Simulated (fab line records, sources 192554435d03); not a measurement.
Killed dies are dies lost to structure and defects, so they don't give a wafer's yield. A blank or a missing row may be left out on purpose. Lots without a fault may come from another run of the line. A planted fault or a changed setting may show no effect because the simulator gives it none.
Which tool did it? | flow n5_finfet | 24 lots, 72 wafers sampled, at 3 steps of a route of 1938

WHAT THE GAUGES READ, wafer by wafer
N5_BEOL_M11_CD_MEAS_18: pitch 140 nm, target cd 70 nm.
lot  | measured     | on        | cd_nm (nm)
L074 | day 13 16:22 | cd_sem-02 | 70.0 70.0 69.2
L077 | day 14 05:51 | cd_sem-02 | 69.7 69.0 69.2
L075 | day 14 13:38 | cd_sem-02 | 68.8 69.7 70.2
L076 | day 14 17:50 | cd_sem-03 | 69.7 70.3 70.4
L078 | day 15 03:26 | cd_sem-02 | 72.0 70.7 70.7
L080 | day 15 06:00 | cd_sem-03 | 69.8 70.3 70.5
L082 | day 15 09:01 | cd_sem-03 | 70.0 69.5 69.2
L079 | day 15 19:09 | cd_sem-03 | 69.3 68.9 69.2
L086 | day 16 22:20 | cd_sem-03 | 70.9 71.4 71.3
L081 | day 17 02:22 | cd_sem-02 | 71.7 70.3 71.1
L084 | day 17 05:43 | cd_sem-02 | 70.4 70.9 70.3
L083 | day 17 06:10 | cd_sem-02 | 70.3 71.1 70.0
L085 | day 17 17:05 | cd_sem-03 | 69.0 68.5 69.4
L090 | day 17 17:19 | cd_sem-03 | 69.6 69.4 69.3
L089 | day 18 04:41 | cd_sem-02 | 71.5 68.7 69.7
L088 | day 18 11:06 | cd_sem-03 | 68.5 68.0 69.0
L087 | day 18 11:38 | cd_sem-02 | 71.3 70.8 72.2
L091 | day 18 16:29 | cd_sem-03 | 66.7 68.7 68.2
L092 | day 18 21:35 | cd_sem-03 | 69.8 68.5 68.9
L096 | day 18 21:42 | cd_sem-02 | 70.4 70.9 71.0
L094 | day 18 21:50 | cd_sem-03 | 69.0 68.5 68.4
L093 | day 19 17:37 | cd_sem-03 | 70.6 69.4 69.5
L095 | day 19 17:39 | cd_sem-01 | 68.4 68.2 68.8
L097 | day 20 01:33 | cd_sem-01 | 69.3 68.7 68.6

N5_BEOL_M11_OVL_MEAS_29.
lot  | measured     | on         | V10_OVL (nm)
L074 | day 13 17:13 | overlay-01 | 1.2 -0.8 -0.8
L077 | day 14 09:30 | overlay-01 | -1.0 -1.0 -0.8
L075 | day 14 15:37 | overlay-02 | -0.1 -0.1 -0.3
L076 | day 14 18:16 | overlay-02 | 1.4 0.2 1.5
L078 | day 15 03:45 | overlay-02 | -1.0 -2.1 0.2
L080 | day 15 07:04 | overlay-01 | 0.8 0.5 0.3
L082 | day 15 09:59 | overlay-02 | -0.8 -0.8 -0.8
L079 | day 15 21:06 | overlay-01 | 0.3 0.0 -0.6
L086 | day 16 23:30 | overlay-01 | 0.1 0.0 0.8
L081 | day 17 03:55 | overlay-02 | -0.3 -0.9 1.0
L084 | day 17 07:49 | overlay-02 | 0.8 0.9 0.7
L083 | day 17 07:39 | overlay-02 | 0.4 -0.6 -0.9
L085 | day 17 18:59 | overlay-02 | -0.3 -1.3 -0.1
L090 | day 17 18:49 | overlay-02 | 0.5 0.7 0.3
L089 | day 18 05:38 | overlay-02 | 0.1 0.6 0.2
L088 | day 18 14:50 | overlay-02 | -0.7 -1.6 0.9
L087 | day 18 14:53 | overlay-02 | -0.8 1.0 -0.6
L091 | day 18 16:47 | overlay-02 | -1.2 -0.3 -1.7
L092 | day 19 00:45 | overlay-02 | 0.8 0.2 1.6
L096 | day 19 00:09 | overlay-02 | -0.2 0.1 -1.3
L094 | day 19 00:55 | overlay-02 | -0.1 -0.7 0.5
L093 | day 19 18:26 | overlay-02 | -0.2 0.8 -0.4
L095 | day 19 18:38 | overlay-02 | 0.5 0.3 0.1
L097 | day 20 04:05 | overlay-02 | 0.4 0.8 0.1

WHICH TOOL RAN EACH LOT (tool, then ch and the chambers of the sampled wafers, then the start)
lot  | N5_BEOL_M11_ETCH_62
L074 | rie_diel-05 ch 1,2, day 13 15:58
L077 | rie_diel-06 ch 0,3, day 14 05:24
L075 | rie_diel-06 ch 0,1,3, day 14 13:16
L076 | rie_diel-02 ch 0,1,3, day 14 17:28
L078 | rie_diel-05 ch 0,2,3, day 15 02:56
L080 | rie_diel-06 ch 2,3, day 15 05:38
L082 | rie_diel-06 ch 2,3, day 15 08:26
L079 | rie_diel-06 ch 0,2,3, day 15 18:50
L086 | rie_diel-02 ch 0,1,2, day 16 21:58
L081 | rie_diel-06 ch 1,2, day 17 02:00
L084 | rie_diel-05 ch 0,2,3, day 17 05:18
L083 | rie_diel-05 ch 0,1,3, day 17 05:46
L085 | rie_diel-06 ch 0,2,3, day 17 16:41
L090 | rie_diel-06 ch 1,3, day 17 16:56
L089 | rie_diel-02 ch 0,1,2, day 18 04:14
L088 | rie_diel-05 ch 0,3, day 18 10:37
L087 | rie_diel-05 ch 2,3, day 18 11:09
L091 | rie_diel-02 ch 1,3, day 18 16:07
L092 | rie_diel-02 ch 0,1,2, day 18 21:13
L096 | rie_diel-06 ch 1,2, day 18 21:17
L094 | rie_diel-02 ch 0,1,2, day 18 21:28
L093 | rie_diel-06 ch 0,1,2, day 19 17:08
L095 | rie_diel-02 ch 1,2,3, day 19 17:16
L097 | rie_diel-05 ch 1,2,3, day 20 01:14
- N5_BEOL_M11_ETCH_62: etches SOC in N2/H2, target depth 110 nm, overetch 22 nm, time 165 s.

WHAT THE TOOLS THEMSELVES READ (means of the sampled wafers that have a number; where no wafer has one, the mark that the record gives instead)
N5_BEOL_M11_ETCH_62.
lot  | tool        | drypump_motor_current_A (A) | n2_flow_sccm (sccm) | oes_product_au (a.u.) | rf_vpp_V (V) | showerhead_plenum_p_Torr (Torr) | throttle_valve_pct (%)
L074 | rie_diel-05 | 5.8                         | 200.5               | 0.60                  | 525.9        | 2.64                            | 18.1
L077 | rie_diel-06 | 5.9                         | 200.0               | 0.68                  | 524.4        | 2.56                            | 18.0
L075 | rie_diel-06 | 5.8                         | 199.4               | 0.68                  | 525.6        | 2.59                            | 17.8
L076 | rie_diel-02 | 5.7                         | 200.5               | 0.70                  | 525.5        | 2.61                            | 18.0
L078 | rie_diel-05 | 5.6                         | 199.7               | 0.61                  | 522.6        | 2.50                            | 18.0
L080 | rie_diel-06 | 5.7                         | 200.1               | 0.79                  | 522.7        | 2.51                            | 17.4
L082 | rie_diel-06 | 5.8                         | 199.8               | 0.78                  | 523.8        | 2.51                            | 17.4
L079 | rie_diel-06 | 5.8                         | 200.0               | 0.72                  | 523.6        | 2.54                            | 17.7
L086 | rie_diel-02 | 5.4                         | 200.0               | 0.72                  | 526.8        | 2.64                            | 17.8
L081 | rie_diel-06 | 5.5                         | 200.0               | 0.69                  | 525.9        | 2.58                            | 17.4
L084 | rie_diel-05 | 5.6                         | 199.5               | 0.60                  | 522.6        | 2.49                            | 18.0
L083 | rie_diel-05 | 5.4                         | 200.4               | 0.67                  | 521.9        | 2.48                            | 17.9
L085 | rie_diel-06 | 5.8                         | 200.2               | 0.70                  | 523.4        | 2.53                            | 17.7
L090 | rie_diel-06 | 5.8                         | 199.5               | 0.67                  | 525.4        | 2.61                            | 17.6
L089 | rie_diel-02 | 5.4                         | 200.4               | 0.71                  | 527.1        | 2.64                            | 17.8
L088 | rie_diel-05 | 5.5                         | 199.3               | 0.59                  | 520.1        | 2.40                            | 17.9
L087 | rie_diel-05 | 6.0                         | 200.2               | 0.60                  | 523.0        | 2.58                            | 18.0
L091 | rie_diel-02 | 6.2                         | 200.4               | 0.64                  | 525.1        | 2.58                            | 18.0
L092 | rie_diel-02 | 5.4                         | 200.1               | 0.70                  | 526.3        | 2.63                            | 17.8
L096 | rie_diel-06 | 5.5                         | 199.8               | 0.72                  | 523.3        | 2.52                            | 17.4
L094 | rie_diel-02 | 5.4                         | 199.7               | 0.71                  | 526.9        | 2.63                            | 17.8
L093 | rie_diel-06 | 5.6                         | 200.5               | 0.67                  | 524.6        | 2.54                            | 17.7
L095 | rie_diel-02 | 5.7                         | 199.8               | 0.67                  | 524.6        | 2.57                            | 18.0
L097 | rie_diel-05 | 5.8                         | 199.8               | 0.64                  | 523.8        | 2.55                            | 17.9

THE ANSWER, worked out from the rows above alone
Rule: what is usual is taken from the lots themselves. Put in order of their means at a reading, lots are off if they are a third of the lots or fewer, leave a main group of 4 or more, and stand apart from it by a gap of 3 or more times the standard deviation of the main group's means; of several such gaps the widest counts. A main group whose means are all the same, to the digits that the tables above print for the reading, isn't used. A lot without any number at a reading at which 4 lots or more have one is off too. The other lots that the step has rows for count as sound. The gauges are gone through in route order, then the tools' own readings, and for those a lot's mean is taken as printed above. The first step at which some lot is off is used, and at that step the reading that is off furthest; a lot without a number counts as furthest.
No lot is off at any reading shown: from this, nothing can be told.

WHAT THE SIMULATOR HAD PUT IN
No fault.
